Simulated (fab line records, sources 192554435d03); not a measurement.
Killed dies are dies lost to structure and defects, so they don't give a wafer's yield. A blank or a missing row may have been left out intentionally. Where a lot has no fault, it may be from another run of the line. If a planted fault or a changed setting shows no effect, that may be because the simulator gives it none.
fab line records -- flow n5_finfet
record: lots: 10, wafers: 29, last_day: 19
route steps=1938 shown BEOL_M15@1788 PAD_METAL@1895 PASSIVATION@1936
lots untouched by any fault: they come from a run of this same line in which no faults occurred
start_h: hours from the record's opening day to when the first of the lot's shown wafers began -- wait_h: hours elapsed since this lot's preceding step -- " unchanged from the row above -- L1.1+2: a row that stands for several wafers -- - no value, or no start was given -- * or withheld: withheld -- < > ~ a bound
route shown NAME@n: NAME is a module with steps in the file, n the number in the route of the first one -- usual: average and standard deviation across the fault-free wafers -- same: alike in all rows -- chamber/n: place in a boat -- sites: readings site by site -- _std_site: how widely they spread, as a standard deviation -- _edge_site: outer sites' mean less inner sites' -- radius_mm: for every site, how far away it sits from the centre of the wafer -- mask NAME#n: copy n -- behind: the last tool/chamber to shape the wafer -- hold: why the lot was held/for how many hours/how that ended -- device: the n, p or np transistor that did not switch -- end of line: the same wafers' tests at the end of the route -- step lacking rows: just its recipe -- killed: at the first sort, the dies lost to defects and structure; wafer yield is something else -- map: a wafer's dies, marking killed ones x, the rest . and places with no die _
set.NAME: setting as actually run; set.NAME@STEP: the setting as run at that earlier step -- model.NAME: the simulator's own value behind a step, which no gauge read
a sample of lots followed through the steps of the route, with each step as a table and each wafer as a row
services: when a tool's chamber went out of use (start_h, in hours from the record's first day, below 0 if earlier), for how many hours, and the reason
== steps ==
step: N5_BEOL_M15_VIA_ETCH_16
recipe: chemistry: C4F8/O2/Ar, target: SiO2, he_inner_torr: 15, he_outer_torr: 30, target_depth_a: 17922, time_s: withheld, ion_energy_ev: 800, pressure_mtorr: 20, source_w: 1905, bias_w: 2040, Ar_flow_sccm: 400, C4F8_flow_sccm: 16, O2_flow_sccm: 12, ends: cleared
usual: drypump_motor_current_A: 5.6/0.45, oes_ar_750_au: 0.82/0.091, oes_product_au: 0.74/0.088, rf_vpp_V: 2246/24, showerhead_plenum_p_Torr: 3.47/0.12, throttle_valve_pct: 30.68/0.26
lot.wafer,tool,chamber,start_h,wait_h,drypump_motor_current_A,oes_ar_750_au,oes_product_au,rf_vpp_V,showerhead_plenum_p_Torr,throttle_valve_pct
L752.3,rie_diel-05,1,275.45,0.0,5.5,0.83,0.75,2274,3.63,30.74
L752.4,rie_diel-05,0,275.45,0.0,5.6,0.90,0.83,2202,3.36,30.69
L752.5,rie_diel-05,1,275.45,0.0,5.4,0.83,0.75,2274,3.63,30.71
L754.1,rie_diel-02,3,296.95,0.0,6.0,0.71,0.64,2217,3.29,30.94
L754.4,rie_diel-02,2,296.95,0.0,5.6,0.70,0.63,2240,3.50,30.37
L754.5,rie_diel-02,1,296.95,0.0,6.4,0.74,0.67,2235,3.31,31.11
L753.1,rie_diel-05,1,302.60,0.0,5.5,0.81,0.75,2272,3.63,30.72
L753.5,rie_diel-05,1,302.60,0.0,5.4,0.82,0.74,2271,3.63,30.72
L753.6,rie_diel-05,2,302.60,0.0,5.6,0.93,0.86,2256,3.65,30.75
L755.1,rie_diel-03,2,318.48,0.0,5.7,0.90,0.82,2254,3.49,30.37
L755.2,rie_diel-03,0,318.48,0.0,5.1,0.70,0.63,2276,3.51,30.79
L755.3,rie_diel-03,1,318.48,0.0,6.4,0.89,0.80,2220,3.37,30.46
L760.3,rie_diel-02,2,377.29,0.0,5.6,0.68,0.61,2240,3.49,30.38
L760.5,rie_diel-02,3,377.29,0.0,6.0,0.69,0.62,2216,3.27,30.95
L760.6,rie_diel-02,2,377.29,0.0,5.6,0.68,0.61,2240,3.49,30.41
L761.3,rie_diel-03,2,377.48,0.0,5.7,0.87,0.79,2253,3.48,30.39
L761.4,rie_diel-03,0,377.48,0.0,5.1,1.01,0.92,2275,3.50,30.38
L761.6,rie_diel-03,3,377.48,0.0,5.2,0.76,0.69,2278,3.48,30.96
L762.2,rie_diel-05,2,385.49,0.0,5.6,0.90,0.80,2256,3.64,30.76
L762.5,rie_diel-05,2,385.49,0.0,5.6,0.89,0.80,2256,3.64,30.76
L770.1,rie_diel-05,1,406.93,0.0,5.4,0.79,0.72,2272,3.61,30.75
L770.2,rie_diel-05,0,406.93,0.0,5.6,0.85,0.78,2199,3.34,30.71
L770.6,rie_diel-05,2,406.93,0.0,5.6,0.88,0.80,2255,3.63,30.78
L767.2,rie_diel-03,0,407.21,0.0,5.1,0.96,0.87,2274,3.49,30.38
L767.4,rie_diel-03,2,407.21,0.0,5.6,0.86,0.78,2252,3.48,30.38
L767.6,rie_diel-03,0,407.21,0.0,5.1,0.97,0.87,2273,3.49,30.41
L771.2,rie_diel-05,1,430.25,0.0,5.4,0.78,0.71,2272,3.61,30.75
L771.3,rie_diel-05,0,430.25,0.0,5.6,0.85,0.77,2201,3.34,30.71
L771.6,rie_diel-05,2,430.25,0.0,5.6,0.87,0.80,2253,3.63,30.77
step: N5_BEOL_M15_DESCUM_33
recipe: chemistry: O2, time_s: 7.9, source_power_w: 50, bias_power_w: 20, pressure_mtorr: 20, rf_frequency_hz: 2.712e+07, temp_c: 40, o2_flow_sccm: 225
usual: drypump_motor_current_A: 5.6/0.5, oes_product_au: 0.82/0.095, rf_vpp_V: 243.5/1.4, showerhead_plenum_p_Torr: 2.11/0.075, throttle_valve_pct: 20.24/0.27
lot.wafer,tool,chamber,start_h,wait_h,drypump_motor_current_A,oes_product_au,rf_hours_counter_h,rf_vpp_V,showerhead_plenum_p_Torr,throttle_valve_pct
L752.3,rie_diel-02,1,276.97,0.2,6.4,0.74,157,241.0,2.01,20.60
L752.4,rie_diel-02,1,276.97,0.2,6.4,0.74,-,241.9,2.01,20.60
L752.5,rie_diel-02,3,276.97,0.2,6.0,0.70,-,241.2,1.98,20.43
L754.1,rie_diel-02,3,298.54,0.0,6.0,0.70,229,241.4,1.98,20.46
L754.4,rie_diel-02,1,298.54,0.0,6.4,0.74,164,241.8,2.01,20.61
L754.5,rie_diel-02,1,298.54,0.0,6.4,0.74,-,242.4,2.01,20.63
L753.1,rie_diel-03,2,304.32,0.1,5.6,0.94,15,244.8,2.12,19.91
L753.5,rie_diel-03,2,304.32,0.1,5.6,0.93,-,244.8,2.12,19.92
L753.6,rie_diel-03,1,304.32,0.1,6.4,0.88,-,241.3,2.04,19.93
L755.1,rie_diel-02,3,319.87,0.0,6.0,0.69,234,242.0,1.98,20.45
L755.2,rie_diel-02,1,319.87,0.0,6.4,0.73,169,241.7,2.00,20.61
L755.3,rie_diel-02,0,319.87,0.0,5.0,0.93,13,242.3,2.15,19.78
L760.3,rie_diel-03,2,379.11,0.3,5.6,0.91,34,244.2,2.12,19.96
L760.5,rie_diel-03,1,379.11,0.3,6.4,0.84,-,242.1,2.03,19.98
L760.6,rie_diel-03,2,379.11,0.3,5.6,0.90,-,244.5,2.12,19.95
L761.3,rie_diel-05,3,379.16,0.1,5.0,0.93,19,243.0,2.14,20.15
L761.4,rie_diel-05,0,379.16,0.1,5.6,0.89,47,244.1,2.06,20.49
L761.6,rie_diel-05,2,379.16,0.1,5.5,0.90,-,245.3,2.25,20.40
L762.2,rie_diel-02,1,387.11,0.2,6.4,0.71,192,242.2,2.00,20.66
L762.5,rie_diel-02,0,387.11,0.2,5.0,0.92,-,242.3,2.14,19.81
L770.1,rie_diel-05,1,408.43,0.0,5.4,0.79,118,245.1,2.18,20.18
L770.2,rie_diel-05,0,408.43,0.0,5.6,0.86,58,242.3,2.05,20.52
L770.6,rie_diel-05,3,408.43,0.0,5.0,0.90,-,245.2,2.13,20.17
L767.2,rie_diel-05,2,408.77,0.1,5.6,0.88,47,244.7,2.24,20.40
L767.4,rie_diel-05,0,408.77,0.1,5.6,0.87,58,243.3,2.05,20.49
L767.6,rie_diel-05,2,408.77,0.1,5.6,0.89,-,244.4,2.24,20.40
L771.2,rie_diel-03,3,432.03,0.3,5.2,0.75,131,244.0,2.08,20.24
L771.3,rie_diel-03,1,432.03,0.3,6.3,0.82,70,242.9,2.03,20.00
L771.6,rie_diel-03,3,432.03,0.3,5.2,0.76,-,243.2,2.08,20.23
step: N5_BEOL_M15_STRIP_36
recipe: chemistry: O2, power_w: 600, temp_c: 60, pressure_mtorr: 30, rf_frequency_hz: 6e+07, bias_power_w: 0, overash_fraction: 0.3, o2_flow_sccm: 225
usual: drypump_motor_current_A: 5.6/0.45, oes_product_au: 0.84/0.097, rf_vpp_V: 3.6/0.96, showerhead_plenum_p_Torr: 2.12/0.078, throttle_valve_pct: 16.51/0.25
same: overash_fraction: 0.3
lot.wafer,tool,chamber,start_h,wait_h,drypump_motor_current_A,oes_product_au,rf_hours_counter_h,rf_vpp_V,showerhead_plenum_p_Torr,throttle_valve_pct
L752.3,rie_diel-05,1,279.56,2.3,5.4,0.81,85,3.5,2.20,16.39
L752.4,rie_diel-05,2,279.56,2.3,5.6,0.97,-,2.2,2.26,16.50
L752.5,rie_diel-05,1,279.56,2.3,5.4,0.82,-,2.9,2.20,16.41
L754.1,rie_diel-03,0,299.79,1.0,5.1,0.70,230,5.3,2.15,16.72
L754.4,rie_diel-03,1,299.79,1.0,6.4,0.89,28,2.4,2.05,16.20
L754.5,rie_diel-03,3,299.79,1.0,5.2,0.78,-,4.5,2.10,16.43
L753.1,rie_diel-05,0,304.63,0.0,5.6,0.92,32,3.6,2.07,16.68
L753.5,rie_diel-05,2,304.63,0.0,5.6,0.95,-,4.0,2.26,16.53
L753.6,rie_diel-05,3,304.63,0.0,4.9,1.00,-,4.0,2.14,16.31
L755.1,rie_diel-03,0,321.72,1.6,5.1,0.70,238,4.9,2.14,16.73
L755.2,rie_diel-03,3,321.72,1.6,5.1,0.77,95,5.3,2.10,16.42
L755.3,rie_diel-03,1,321.72,1.6,6.4,0.89,35,4.0,2.05,16.19
L760.3,rie_diel-02,1,381.92,2.5,6.4,0.72,190,4.0,2.00,16.92
L760.5,rie_diel-02,3,381.92,2.5,6.0,0.67,-,3.5,1.97,16.83
L760.6,rie_diel-02,1,381.92,2.5,6.4,0.71,-,3.2,2.00,16.91
L761.3,rie_diel-05,0,382.09,2.7,5.6,0.86,48,4.7,2.06,16.72
L761.4,rie_diel-05,3,382.09,2.7,4.9,0.93,20,1.9,2.14,16.35
L761.6,rie_diel-05,3,382.09,2.7,4.9,0.92,-,2.9,2.14,16.33
L762.2,rie_diel-02,0,388.23,0.8,5.0,0.91,26,4.0,2.15,16.09
L762.5,rie_diel-02,2,388.23,0.8,5.5,0.69,-,6.2,2.16,16.73
L770.1,rie_diel-03,3,409.36,0.7,5.1,0.77,126,3.1,2.09,16.50
L770.2,rie_diel-03,1,409.36,0.7,6.3,0.84,64,2.9,2.04,16.25
L770.6,rie_diel-03,2,409.36,0.7,5.6,0.88,-,4.3,2.12,16.23
L767.2,rie_diel-05,1,410.45,1.4,5.5,0.78,118,3.2,2.19,16.50
L767.4,rie_diel-05,3,410.45,1.4,4.9,0.91,27,2.1,2.14,16.37
L767.6,rie_diel-05,0,410.45,1.4,5.5,0.84,-,2.6,2.06,16.69
L771.2,rie_diel-02,2,434.77,2.5,5.6,1.01,2,3.1,2.15,16.28
L771.3,rie_diel-02,0,434.77,2.5,5.0,0.88,45,4.7,2.14,16.11
L771.6,rie_diel-02,3,434.77,2.5,6.0,0.91,-,3.6,2.23,16.36
step: N5_PASSIVATION_SPUTTER_20
recipe: material: TaN, target_thk_a: 500, temp_c: 25, chamber_pressure_pa: 0.4
usual: chamber_pressure_pa: 0.4000/0.00071, throttle_valve_pct: 29.8/0.81
lot.wafer,tool,chamber,start_h,wait_h,chamber_pressure_pa,throttle_valve_pct
L752.3,pvd_sputter-01,-,292.08,0.0,0.3999,31.1
L752.4,pvd_sputter-01,-,292.08,0.0,0.4001,29.9
L752.5,pvd_sputter-01,-,292.08,0.0,0.3999,29.8
L754.1,pvd_sputter-01,-,309.80,0.0,0.3997,31.2
L754.4,pvd_sputter-01,-,309.80,0.0,0.4008,30.2
L754.5,pvd_sputter-01,-,309.80,0.0,0.3988,29.8
L753.1,pvd_sputter-03,-,316.67,0.0,0.3990,29.5
L753.5,pvd_sputter-03,-,316.67,0.0,0.4000,30.7
L753.6,pvd_sputter-03,-,316.67,0.0,0.3995,29.3
L755.1,pvd_sputter-01,-,335.03,0.0,0.4000,30.9
L755.2,pvd_sputter-01,-,335.03,0.0,0.4004,29.8
L755.3,pvd_sputter-01,-,335.03,0.0,0.3995,28.1
L760.3,pvd_sputter-02,-,391.32,0.0,0.3999,29.7
L760.5,pvd_sputter-02,-,391.32,0.0,0.3990,29.7
L760.6,pvd_sputter-02,-,391.32,0.0,0.4005,30.1
L761.3,pvd_sputter-01,-,393.91,0.0,0.3989,28.2
L761.4,pvd_sputter-01,-,393.91,0.0,0.3992,31.3
L761.6,pvd_sputter-01,-,393.91,0.0,0.4010,31.2
L762.2,pvd_sputter-01,-,398.85,0.0,0.3994,28.3
L762.5,pvd_sputter-01,-,398.85,0.0,0.4009,28.2
L770.1,pvd_sputter-03,-,418.10,0.0,0.4003,29.3
L770.2,pvd_sputter-03,-,418.10,0.0,0.3990,29.9
L770.6,pvd_sputter-03,-,418.10,0.0,0.4000,29.4
L767.2,pvd_sputter-01,-,428.21,0.0,0.3998,31.3
L767.4,pvd_sputter-01,-,428.21,0.0,0.3988,30.0
L767.6,pvd_sputter-01,-,428.21,0.0,0.4005,28.0
L771.2,pvd_sputter-03,-,444.83,0.0,0.4001,29.8
L771.3,pvd_sputter-03,-,444.83,0.0,0.4004,29.2
L771.6,pvd_sputter-03,-,444.83,0.0,0.4009,29.7
step: N5_PASSIVATION_PROBE_49
usual: defect_limited_yield: 91.3/1.4, killed_at_M0_to_M3: 34/10, killed_at_M4_up: 14/5.5, killed_at_contacts: 12/6, killed_at_front_end: 40/10, killed_at_other: 3.0/2.4, killed_dies: 103/17, killed_on_rim: 13/4.3, killed_open: 68/13, killed_short: 34/7.8, sort_bin_5_function: 5.1/0.97, sort_bin_6_memory: 3.3/0.66, sort_bin_8_speed: 0.02/0.12, sort_n_pass: 1077/17, sort_yield_pct: 91.2/1.4
same: gross_dies: 1180, killed_at_back_side: 0, sort_bin_4_leakage[%]: 0
lot.wafer,tool,chamber,start_h,wait_h,defect_limited_yield[%],killed_at_M0_to_M3,killed_at_M4_up,killed_at_contacts,killed_at_front_end,killed_at_other,killed_dies,killed_on_rim,killed_open,killed_short,sort_bin_5_function[%],sort_bin_6_memory[%],sort_bin_8_speed[%],sort_n_pass,sort_yield_pct[%]
L762.2,prober-02,-,404.46,0.1,86.4,31,12,4,29,85,161,24,50,26,8.7,2.7,0,1019,86.4
L762.5,prober-02,-,404.61,0.2,84.2,38,15,9,37,88,187,23,74,25,9.3,4.5,0,993,84.2
L767.2,prober-02,-,434.72,0.1,86.7,27,16,12,27,75,157,35,54,30,6.8,4.0,0,1023,86.7
L767.4,prober-02,-,434.82,0.2,82.4,18,6,21,23,140,208,9,41,26,11.3,3.5,0,972,82.4
L767.6,prober-02,-,434.92,0.3,86.5,30,7,10,25,87,159,26,44,27,8.3,2.4,0,1021,86.5
killed by level:class
L762.2 PAD_METAL:unspecified=84 BEOL_M3:geometric_particle:open=9 BEOL_M4:geometric_particle:open=9 FIN_SAQP:geometric_particle:open=7 BEOL_M0_SAQP:geometric_particle:short=7 BEOL_M0_SAQP:geometric_particle:open=7 GATE_CUT:geometric_particle:short=5 STI_FIN_REVEAL:geometric_particle:open=4
L762.5 PAD_METAL:unspecified=87 FIN_SAQP:geometric_particle:open=15 BEOL_M3:geometric_particle:open=13 BEOL_M4:geometric_particle:open=8 MOL_CONTACT_COAG:geometric_particle:open=7 BEOL_M0_SAQP:geometric_particle:short=7 BEOL_M0_SAQP:geometric_particle:open=6 BEOL_M2:geometric_particle:open=5
L767.2 PAD_METAL:unspecified=70 MOL_CONTACT_COAG:geometric_particle:open=11 BEOL_M3:geometric_particle:open=7 FIN_SAQP:geometric_particle:short=6 FIN_SAQP:geometric_particle:open=5 BEOL_M5:geometric_particle:open=5 BEOL_M0_SAQP:geometric_particle:open=5 BEOL_M0_SAQP:geometric_particle:short=4
L767.4 PAD_METAL:unspecified=138 MOL_CONTACT_COAG:geometric_particle:open=18 FIN_SAQP:geometric_particle:short=6 BEOL_M0_SAQP:geometric_particle:open=5 BEOL_M0_SAQP:geometric_particle:short=4 BEOL_M3:geometric_particle:open=4 STARTING-WAFER:geometric_particle:short=4 GATE_CUT:geometric_particle:open=3
L767.6 PAD_METAL:unspecified=85 FIN_SAQP:geometric_particle:short=9 MOL_CONTACT_COAG:geometric_particle:open=8 BEOL_M3:geometric_particle:open=7 BEOL_M0:geometric_particle:open=6 BEOL_M0_SAQP:geometric_particle:open=5 STI_FIN_REVEAL:geometric_particle:short=3 BEOL_M0_SAQP:geometric_particle:short=3
== services ==
tool,chamber,start_h,hours,kind
rie_diel-05,3,269.26,-,clean
rie_diel-05,3,269.26,-,consumable_replace:focus_ring
rie_diel-05,3,269.26,18.0,scheduled_down
rie_diel-05,3,269.26,18.0,vent_cycle
rie_diel-05,1,270.40,3.0,repair
rie_diel-02,0,274.42,7.1,repair
rie_diel-05,1,330.57,3.3,repair
rie_diel-03,2,333.39,19.1,repair
rie_diel-05,-,333.75,0.4,repair
pvd_sputter-01,-,344.74,1.6,repair
rie_diel-02,0,350.54,31.6,repair
pvd_sputter-02,-,351.20,11.7,repair
pvd_sputter-03,-,378.22,3.7,repair
rie_diel-05,-,385.81,4.3,pm
rie_diel-03,-,388.37,4.3,pm
rie_diel-05,3,390.15,6.0,repair
rie_diel-05,0,416.65,2.6,repair
rie_diel-03,3,418.14,1.4,repair
pvd_sputter-03,-,421.46,2.4,repair
pvd_sputter-01,-,425.15,1.2,repair
rie_diel-02,-,427.79,2.8,pm
rie_diel-02,1,430.95,4.9,repair
rie_diel-02,3,438.89,3.2,repair
rie_diel-02,2,440.26,5.5,repair
== key ==
first_sign: step: N5_PASSIVATION_PROBE_49, reading: killed_at_other, direction: up, sigmas: 38, usual: 3.0, struck: 95
effect: step: N5_PASSIVATION_PROBE_49, reading: killed_dies, direction: up, sigmas: 4.2, usual: 103, struck: 174
more_kills_born_at: N5_PASSIVATION_SPUTTER_20@pvd_sputter-01: 464
met_at N5_PASSIVATION_SPUTTER_20
struck_lots L762,L767
not_acting_at N5_BEOL_M15_VIA_ETCH_16,N5_BEOL_M15_DESCUM_33,N5_BEOL_M15_STRIP_36
onset_between 393.91 398.85
fault: kind: chamber_particle_source, tool: pvd_sputter-01, chamber: -, onset_h: 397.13, steps: N5_PASSIVATION_SPUTTER_20, rate_per_visit_cm2: 1.1793
